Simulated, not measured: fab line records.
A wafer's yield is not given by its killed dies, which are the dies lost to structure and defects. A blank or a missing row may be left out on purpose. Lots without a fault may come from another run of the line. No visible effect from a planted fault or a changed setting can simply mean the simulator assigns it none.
fab line records    flow nand-harc
record lots=11  wafers=33  last-day=33
route steps=1302 shown A_CHANNEL_HOLE_D1@478 A_CHANNEL_FILL_D1@500 END@1302
lots untouched by any fault: they come from a run of this same line in which no faults occurred
start-h: start of the lot's first displayed wafer, in hours after the record's first day    wait-h: how many hours have passed since the lot's step before this one    " as in the row above    L1.1+2: a row that stands for several wafers    - no value present, or no start provided    * or withheld: withheld    < > ~ a bound
route shown NAME@n: names a module that has steps shown in the file, with the first one's number in the route    usual: mean/standard deviation taken from wafers without a fault    same: alike in all rows    chamber/n: place in a boat    sites: readings site by site    _std_site: the values' standard deviation    _edge_site: mean of outer sites minus mean of inner sites    radius-mm: for every site, how far away it sits from the centre of the wafer    mask NAME#n: copy n    behind: the most recent tool/chamber to have shaped the wafer    hold: cause of the lot's hold/its duration in hours/its outcome    device: names the non-switching transistor (n, p or np)    end of line: the same wafers' tests at the end of the route    a step with no rows: only its recipe    killed: dies that structure and defects cost at the first sort, which is not the same as the wafer's yield    map: dies across one wafer; x = killed, . = not, _ = none there
set.NAME: setting as actually run; set.NAME@STEP: the setting as run at that earlier step    model.NAME: the simulator's own value behind a step, which no gauge read
the route's steps for a sample of lots (tables are steps, rows are wafers)
services: a tool's chamber out of use, with start hour (start-h, from the record's first day; less than 0 if before it), hours out, and reason
## steps
# step NHARC_A_CHANNEL_HOLE_D1_ETCH_26
# recipe bias-v=300  source-w=2000  pressure-mtorr=30  time-s=224.1  ar-flow-sccm=375  c4f8-flow-sccm=11.4  o2-flow-sccm=113.6  temp-c=-20  target-depth-a=3000  chemistry=C4F8/O2/Ar
# usual drypump-motor-current-A=6.1/0.45  showerhead-plenum-p-Torr=3.69/0.12  throttle-valve-pct=24.583/0.0096
lot.wafer  tool         chamber  start-h  wait-h  drypump-motor-current-A  rf-hours-counter-h  showerhead-plenum-p-Torr  throttle-valve-pct
L537.4     har-etch-01  1        181.43   0.4     6.5                      -                   3.78                      24.592
L537.5     "            0        "        "       6.4                      -                   3.54                      24.573
L537.6     "            1        "        "       6.5                      -                   3.78                      24.596
L539.2     har-etch-01  0        207.62   0.6     6.5                      103                 3.53                      24.580
L539.4     "            0        "        "       6.4                      -                   3.53                      24.599
L539.6     "            1        "        "       6.6                      -                   3.77                      24.565
L540.1     har-etch-01  0        215.98   0.6     6.5                      111                 3.53                      24.586
L540.4     "            0        "        "       6.4                      -                   3.53                      24.582
L540.6     "            0        "        "       6.5                      -                   3.53                      24.575
L545.1     har-etch-02  0        267.71   1.5     5.5                      344                 3.79                      24.576
L545.4     "            0        "        "       5.5                      -                   3.79                      24.569
L545.6     "            0        "        "       5.6                      -                   3.79                      24.592
L548.2     har-etch-02  0        297.89   0.7     5.5                      367                 3.77                      24.579
L548.4     "            1        "        "       5.6                      -                   3.78                      24.557
L548.5     "            0        "        "       5.6                      -                   3.78                      24.586
L550.1     har-etch-02  1        317.39   0.7     5.7                      362                 3.78                      24.581
L550.3     "            1        "        "       5.7                      -                   3.78                      24.577
L550.5     "            1        "        "       5.7                      -                   3.78                      24.579
L551.2     har-etch-01  0        329.33   0.7     6.5                      172                 3.49                      24.606
L551.4     "            1        "        "       6.6                      -                   3.73                      24.590
L551.6     "            1        "        "       6.5                      -                   3.73                      24.602
L552.2     har-etch-02  0        330.21   0.7     5.6                      386                 3.76                      24.573
L552.3     "            1        "        "       5.7                      -                   3.77                      24.587
L552.6     "            1        "        "       5.7                      -                   3.77                      24.583
L554.2     har-etch-02  0        351.94   0.6     5.6                      397                 3.76                      24.590
L554.4     "            1        "        "       5.7                      -                   3.77                      24.590
L554.3     "            0        "        "       5.5                      -                   3.76                      24.583
L557.1     har-etch-01  0        385.95   0.6     6.5                      210                 3.47                      24.586
L557.4     "            1        "        "       6.5                      -                   3.71                      24.580
L557.5     "            1        "        "       6.6                      -                   3.71                      24.602
L560.2     har-etch-02  1        419.30   0.6     5.7                      19                  3.75                      24.565
L560.4     "            0        "        "       5.6                      -                   3.74                      24.580
L560.5     "            1        "        "       5.7                      -                   3.75                      24.588
# step NHARC_A_CHANNEL_HOLE_D1_STRIP_27
# recipe o2-flow-sccm=500  ar-flow-sccm=0  bias-w=0  chemistry=O2
# usual drypump-motor-current-A=5.6/0.38  oes-product-au=1.006/0.0095  rf-vpp-V=57.5/0.8  showerhead-plenum-p-Torr=3.44/0.1  throttle-valve-pct=17.035/0.0097
lot.wafer  tool         chamber  start-h  wait-h  drypump-motor-current-A  oes-product-au  rf-hours-counter-h  rf-vpp-V  showerhead-plenum-p-Torr  throttle-valve-pct
L537.4     rie-diel-09  3        -        -       5.7                      1.021           3                   56.5      3.35                      17.033
L537.5     "            0        "        "       6.0                      1.010           -                   56.5      3.34                      17.039
L537.6     "            1        "        "       5.1                      0.988           -                   57.0      3.52                      17.039
L539.2     rie-diel-09  0        -        -       6.0                      1.004           5                   59.1      3.34                      17.042
L539.4     "            2        "        "       5.1                      1.003           5                   57.5      3.52                      17.042
L539.6     "            1        "        "       5.1                      1.009           -                   56.7      3.52                      17.023
L540.1     rie-diel-09  0        -        -       5.9                      1.012           7                   57.5      3.34                      17.028
L540.4     "            2        "        "       5.2                      0.992           6                   57.7      3.52                      17.042
L540.6     "            1        "        "       5.1                      1.001           -                   57.9      3.52                      17.029
L545.1     rie-diel-08  3        -        -       5.5                      0.996           19                  57.8      3.42                      17.033
L545.4     "            1        "        "       5.9                      0.999           18                  58.5      3.51                      17.031
L545.6     "            3        "        "       5.5                      0.997           -                   57.9      3.42                      17.028
L548.2     rie-diel-13  1        -        -       5.5                      0.998           52                  57.8      3.29                      17.033
L548.4     "            2        "        "       5.9                      1.011           54                  57.7      3.56                      17.032
L548.5     "            0        "        "       5.9                      1.000           -                   57.0      3.44                      17.039
L550.3     rie-diel-09  2        -        -       5.1                      1.007           13                  57.4      3.51                      17.032
L550.1     "            0        "        "       6.0                      1.018           15                  58.2      3.33                      17.037
L550.5     "            3        "        "       5.7                      1.011           -                   57.1      3.34                      17.052
L551.4     rie-diel-09  1        -        -       5.1                      0.989           0                   57.1      3.52                      17.035
L551.2     "            2        "        "       5.2                      1.007           0                   56.7      3.51                      17.046
L551.6     "            3        "        "       5.7                      0.994           -                   58.1      3.34                      17.037
L552.3     rie-diel-08  3        -        -       5.5                      1.000           41                  57.0      3.41                      17.030
L552.2     "            0        "        "       5.5                      1.012           40                  57.4      3.58                      17.031
L552.6     "            0        "        "       5.5                      1.002           -                   57.3      3.58                      17.019
L554.2     rie-diel-13  2        -        -       5.9                      1.029           1                   56.9      3.55                      17.021
L554.3     "            3        "        "       6.6                      0.999           1                   57.0      3.33                      17.044
L554.4     "            0        "        "       5.9                      1.000           0                   58.8      3.43                      17.008
L557.4     rie-diel-09  2        -        -       5.2                      1.011           7                   57.1      3.51                      17.042
L557.1     "            1        "        "       5.1                      0.993           6                   58.2      3.51                      17.032
L557.5     "            3        "        "       5.7                      0.995           -                   56.9      3.34                      17.033
L560.2     rie-diel-09  1        -        -       5.1                      0.998           8                   57.6      3.51                      17.040
L560.4     "            2        "        "       5.2                      1.003           9                   57.5      3.51                      17.053
L560.5     "            1        "        "       5.1                      0.992           -                   56.3      3.51                      17.038
# step NHARC_A_CHANNEL_HOLE_D1_INSPECT_40
# usual raw-defect-count=68/27
lot.wafer  tool               chamber  start-h  wait-h  raw-defect-count
L537.4     defect-inspect-01  -        183.25   -       37
L537.5     "                  -        "        "       58
L537.6     "                  -        "        "       33
L539.2     defect-inspect-01  -        209.52   -       63
L539.4     "                  -        "        "       39
L539.6     "                  -        "        "       34
L540.1     defect-inspect-02  -        217.91   -       56
L540.4     "                  -        "        "       40
L540.6     "                  -        "        "       30
L545.1     defect-inspect-01  -        270.03   -       90
L545.4     "                  -        "        "       73
L545.6     "                  -        "        "       75
L548.2     defect-inspect-01  -        299.82   -       111
L548.4     "                  -        "        "       117
L548.5     "                  -        "        "       100
L550.1     defect-inspect-02  -        319.32   -       102
L550.3     "                  -        "        "       108
L550.5     "                  -        "        "       109
L551.2     defect-inspect-01  -        331.24   -       38
L551.4     "                  -        "        "       58
L551.6     "                  -        "        "       53
L552.2     defect-inspect-01  -        332.14   -       565
L552.3     "                  -        "        "       543
L552.6     "                  -        "        "       536
L554.2     defect-inspect-01  -        353.85   -       561
L554.3     "                  -        "        "       548
L554.4     "                  -        "        "       540
L557.1     defect-inspect-02  -        387.86   -       66
L557.4     "                  -        "        "       52
L557.5     "                  -        "        "       67
L560.2     defect-inspect-02  -        421.19   -       46
L560.4     "                  -        "        "       29
L560.5     "                  -        "        "       78
# step NHARC_A_CHANNEL_FILL_D1_ETCHBACK_20
# recipe target-depth-a=270  time-s=13.5  c4f8-flow-sccm=withheld  o2-flow-sccm=8  ar-flow-sccm=withheld  rf-w=600  bias-w=1500  chemistry=C4F8/O2/Ar
# usual oes-product-au=0.95/0.037  rf-vpp-V=980/5.2
lot.wafer  tool         chamber  start-h  wait-h  oes-product-au  rf-hours-counter-h  rf-vpp-V
L537.4     rie-diel-07  2        208.47   -       0.90            4.5                 986
L537.6     "            1        "        "       0.92            -                   985
L537.5     "            2        "        "       0.91            -                   986
L539.4     rie-diel-07  0        233.92   -       0.99            5.8                 976
L539.2     "            1        "        "       1.00            5.5                 986
L539.6     "            3        "        "       0.99            -                   981
L540.1     rie-diel-07  1        242.95   -       0.92            6.8                 985
L540.4     "            0        "        "       0.92            6.8                 977
L540.6     "            2        "        "       0.91            -                   985
L545.1     rie-diel-05  2        294.41   -       1.01            2.1                 971
L545.4     "            0        "        "       1.00            3.5                 971
L545.6     "            1        "        "       1.01            -                   973
L548.2     rie-diel-06  1        325.84   -       1.00            0.4                 985
L548.4     "            3        "        "       0.97            0.6                 983
L548.5     "            2        "        "       0.99            -                   975
L550.3     rie-diel-06  1        344.54   -       0.95            1.1                 984
L550.1     "            3        "        "       0.93            1.5                 983
L550.5     "            1        "        "       0.95            -                   986
L551.2     rie-diel-07  1        355.39   -       0.98            3.2                 985
L551.4     "            2        "        "       0.97            3.2                 988
L551.6     "            1        "        "       0.99            -                   986
L552.3     rie-diel-06  1        355.40   -       0.99            1.4                 985
L552.2     "            0        "        "       0.99            1.7                 977
L552.6     "            1        "        "       0.99            -                   985
L554.3     rie-diel-06  3        378.30   -       0.98            2.7                 983
L554.2     "            0        "        "       0.99            2.8                 979
L554.4     "            1        "        "       0.98            2.2                 985
L557.1     rie-diel-07  3        412.42   -       0.93            4.8                 980
L557.5     "            1        "        "       0.92            -                   985
L557.4     "            0        "        "       0.92            -                   976
L560.2     rie-diel-07  3        446.26   -       0.92            5.4                 978
L560.4     "            0        "        "       0.91            5.4                 977
L560.5     "            3        "        "       0.92            -                   980
# step NHARC_A_CHANNEL_FILL_D1_STRIP_28
# recipe time-s=20  o2-flow-sccm=500  ar-flow-sccm=0  bias-w=0  chemistry=O2
# usual drypump-motor-current-A=5.7/0.54  oes-product-au=0.993/0.0099  rf-vpp-V=57.9/0.84  showerhead-plenum-p-Torr=3.58/0.13  throttle-valve-pct=17.037/0.0091
lot.wafer  tool         chamber  start-h  wait-h  drypump-motor-current-A  oes-product-au  rf-hours-counter-h  rf-vpp-V  showerhead-plenum-p-Torr  throttle-valve-pct
L537.4     rie-diel-07  1        208.56   0.1     4.8                      0.999           4.7                 57.9      3.71                      17.037
L537.5     "            0        "        "       5.5                      0.994           -                   58.3      3.49                      17.017
L537.6     "            1        "        "       4.7                      0.993           -                   58.8      3.71                      17.032
L539.4     rie-diel-07  0        234.00   0.1     5.5                      0.997           5.9                 57.7      3.49                      17.038
L539.2     "            2        "        "       5.9                      0.991           5.2                 58.5      3.73                      17.034
L539.6     "            0        "        "       5.5                      0.997           -                   58.2      3.48                      17.013
L540.1     rie-diel-07  3        243.04   0.1     6.3                      0.989           6.0                 56.7      3.58                      17.037
L540.4     "            0        "        "       5.5                      0.999           6.8                 57.9      3.48                      17.034
L540.6     "            0        "        "       5.5                      0.996           -                   56.8      3.48                      17.035
L545.4     rie-diel-05  0        294.64   0.2     5.0                      0.998           3.6                 56.3      3.34                      17.037
L545.1     "            1        "        "       5.9                      1.008           3.0                 59.1      3.39                      17.046
L545.6     "            0        "        "       5.0                      0.990           -                   57.1      3.34                      17.046
L548.2     rie-diel-06  3        325.94   0.1     5.8                      0.973           0.6                 58.3      3.66                      17.037
L548.4     "            0        "        "       5.7                      0.987           0.6                 57.5      3.54                      17.029
L548.5     "            3        "        "       5.8                      0.982           -                   58.9      3.66                      17.039
L550.3     rie-diel-06  1        344.62   0.1     5.5                      0.992           1.1                 59.1      3.71                      17.035
L550.1     "            0        "        "       5.7                      0.990           1.4                 56.3      3.54                      17.037
L550.5     "            1        "        "       5.5                      0.966           -                   59.2      3.71                      17.034
L551.2     rie-diel-07  3        355.48   0.1     6.3                      0.990           3.0                 58.4      3.57                      17.050
L551.4     "            2        "        "       5.9                      0.983           3.2                 57.5      3.73                      17.046
L551.6     "            3        "        "       6.3                      0.982           -                   57.6      3.57                      17.035
L552.3     rie-diel-06  3        355.49   0.1     5.8                      0.980           1.8                 58.2      3.66                      17.043
L552.2     "            2        "        "       6.7                      0.985           1.5                 58.8      3.44                      17.056
L552.6     "            3        "        "       5.8                      0.981           -                   57.2      3.66                      17.023
L554.3     rie-diel-06  0        378.40   0.1     5.7                      0.975           2.8                 57.7      3.53                      17.041
L554.2     "            1        "        "       5.5                      0.989           2.2                 56.6      3.71                      17.035
L554.4     "            2        "        "       6.7                      0.984           2.1                 55.5      3.44                      17.018
L557.1     rie-diel-07  3        412.53   0.1     6.3                      0.993           4.8                 57.3      3.57                      17.033
L557.5     "            0        "        "       5.5                      0.990           -                   57.2      3.48                      17.037
L557.4     "            3        "        "       6.3                      0.995           -                   58.8      3.57                      17.032
L560.4     rie-diel-07  2        446.36   0.1     5.9                      0.980           5.7                 57.6      3.73                      17.043
L560.2     "            0        "        "       5.5                      0.992           5.4                 59.2      3.48                      17.032
L560.5     "            1        "        "       4.7                      1.009           -                   58.7      3.71                      17.040
# step NHARC_END_SORT_01
# recipe temp-c=25
# usual killed-at-array=55/20  killed-at-other=1.2/1.3  killed-at-periphery=4.0/3  killed-dies=60/21  killed-open=3.2/1.9  killed-short=2.5/1.6
# same gross-dies=677
lot.wafer  tool       chamber  start-h  wait-h  killed-at-array  killed-at-other  killed-at-periphery  killed-dies  killed-open  killed-short
L550.1     prober-02  0        701.49   2.5     70               0                3                    73           7            2
L550.3     prober-02  0        703.10   3.1     73               0                2                    75           3            3
L550.5     prober-02  0        704.71   3.7     67               1                4                    72           2            3
L552.2     prober-02  0        715.50   2.8     91               1                3                    95           3            4
L552.3     prober-02  0        716.32   3.2     102              3                6                    111          3            2
L552.6     prober-02  0        718.77   4.1     109              4                4                    117          2            2
L554.2     prober-02  0        724.54   2.8     126              1                2                    129          6            0
L554.3     prober-02  0        725.34   3.1     116              0                5                    121          2            2
L554.4     prober-02  0        726.14   3.4     125              1                4                    130          3            3
# killed by level:class
L550.1 A_CHANNEL_HOLE_D1:chamber-film-flake=33 A_SLIT:chamber-film-flake=21 A_STAIRCASE:chamber-film-flake=4 A_CHANNEL_FILL_D2:geometric-particle:open=2 A_M0:geometric-particle:open=2 P_GATE:chamber-film-flake=2 A_CHANNEL_FILL_D2:chamber-film-flake=2 P_GATE:geometric-particle:open=1
L550.3 A_CHANNEL_HOLE_D1:chamber-film-flake=40 A_SLIT:chamber-film-flake=22 A_STAIRCASE:chamber-film-flake=2 A_CHANNEL_FILL_D2:chamber-film-flake=2 A_ONON_D1:geometric-particle:open=1 A_DECK1_JOINT:geometric-particle:short=1 A_WL_FILL:geometric-particle:short=1 A_CONTACT:geometric-particle:open=1
L550.5 A_CHANNEL_HOLE_D1:chamber-film-flake=34 A_SLIT:chamber-film-flake=23 A_CHANNEL_FILL_D2:chamber-film-flake=2 A_STAIRCASE:chamber-film-flake=2 P_M0:geometric-particle:open=1 A_ONON_D1:geometric-particle:short=1 A_DECK1_JOINT:geometric-particle:short=1 A_WL_FILL:geometric-particle:short=1
L552.2 A_CHANNEL_HOLE_D1:unspecified=72 A_CHANNEL_HOLE_D1:chamber-film-flake=6 A_STAIRCASE:chamber-film-flake=3 A_SGD_CUT:chamber-film-flake=3 P_M1:geometric-particle:short=1 A_SOURCE_PLATE:geometric-particle:short=1 A_CHANNEL_FILL_D1:geometric-particle:open=1 A_DECK1_JOINT:geometric-particle:short=1
L552.3 A_CHANNEL_HOLE_D1:unspecified=76 A_SLIT:chamber-film-flake=7 A_CHANNEL_HOLE_D1:chamber-film-flake=6 A_STAIRCASE:chamber-film-flake=6 THIN_TSV:chamber-film-flake=3 P_CONTACT:geometric-particle:open=2 A_CHANNEL_FILL_D2:chamber-film-flake=2 A_CONTACT:chamber-film-flake=2
L552.6 A_CHANNEL_HOLE_D1:unspecified=80 A_CHANNEL_HOLE_D1:chamber-film-flake=9 A_SLIT:chamber-film-flake=6 THIN_TSV:chamber-film-flake=4 A_STAIRCASE:chamber-film-flake=4 A_CHANNEL_FILL_D1:chamber-film-flake=3 P_M0:chamber-film-flake=2 A_CONTACT:chamber-film-flake=2
L554.2 A_CHANNEL_HOLE_D1:unspecified=71 A_SLIT:chamber-film-flake=33 A_CONTACT:chamber-film-flake=5 A_CHANNEL_HOLE_D1:chamber-film-flake=4 A_WL_FILL:chamber-film-flake=4 A_M1:geometric-particle:open=2 A_M0:chamber-film-flake=2 A_DECK1_JOINT:geometric-particle:open=1
L554.3 A_CHANNEL_HOLE_D1:unspecified=69 A_SLIT:chamber-film-flake=25 A_CHANNEL_HOLE_D1:chamber-film-flake=8 A_STAIRCASE:chamber-film-flake=4 A_CONTACT:chamber-film-flake=3 A_CONTACT:geometric-particle:open=2 P_STI:chamber-film-flake=2 P_GATE:chamber-film-flake=2
L554.4 A_CHANNEL_HOLE_D1:unspecified=66 A_SLIT:chamber-film-flake=24 A_CHANNEL_HOLE_D1:chamber-film-flake=11 A_CONTACT:chamber-film-flake=6 A_STAIRCASE:chamber-film-flake=5 A_CHANNEL_FILL_D2:chamber-film-flake=4 P_GATE:chamber-film-flake=2 P_CONTACT:chamber-film-flake=2
## services
tool         chamber  start-h  hours  kind
rie-diel-13  -        165.06   9.0    pm
rie-diel-07  3        165.80   4.2    repair
rie-diel-05  2        167.14   4.6    repair
rie-diel-06  3        172.71   22.3   repair
rie-diel-06  0        176.51   71.6   repair
rie-diel-08  0        186.29   6.8    repair
rie-diel-08  -        190.89   9.0    pm
rie-diel-13  -        211.85   0.2    repair
rie-diel-08  3        212.60   1.8    repair
rie-diel-13  0        219.10   4.8    repair
rie-diel-05  -        229.60   9.0    pm
rie-diel-09  3        232.56   7.2    repair
rie-diel-05  2        242.52   2.6    repair
rie-diel-07  2        266.82   4.5    repair
rie-diel-06  1        277.33   7.9    repair
rie-diel-07  1        280.35   4.8    repair
rie-diel-07  -        294.20   9.0    pm
rie-diel-06  -        307.20   9.0    pm
rie-diel-09  -        320.10   9.0    pm
har-etch-01  -        362.35   4.3    repair
har-etch-02  -        377.00   17.0   pm
rie-diel-07  2        404.32   9.5    repair
rie-diel-09  3        433.59   10.2   repair
rie-diel-06  1        445.81   23.1   repair
## key
first-sign step=NHARC_A_CHANNEL_HOLE_D1_INSPECT_40  reading=raw-defect-count  direction=up  sigmas=18  usual=68  struck=549
effect step=NHARC_END_SORT_01  reading=killed-at-array  direction=up  sigmas=2.8  usual=55  struck=112  wafers-moved=5
more-kills-born-at NHARC_A_CHANNEL_HOLE_D1_ETCH_26@har-etch-02=289
met-at NHARC_A_CHANNEL_HOLE_D1_ETCH_26
struck-lots L552,L554
tester-left-out L552,L554
not-acting-at NHARC_A_CHANNEL_HOLE_D1_STRIP_27,NHARC_A_CHANNEL_FILL_D1_ETCHBACK_20,NHARC_A_CHANNEL_FILL_D1_STRIP_28
onset-between 317.39 330.21
fault kind=chamber-particle-source  tool=har-etch-02  chamber=-  onset-h=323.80  steps=NHARC_A_CHANNEL_HOLE_D1_ETCH_26  rate-per-visit-cm2=0.74114  end-h=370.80
# tester-left-out: of these lots the tester's yield and bins aren't shown, on N5 and GAA mostly nor the transistor test; their killed dies are dies lost to structure and defects alone, not to doping, threshold or leakage, so they don't give the yield
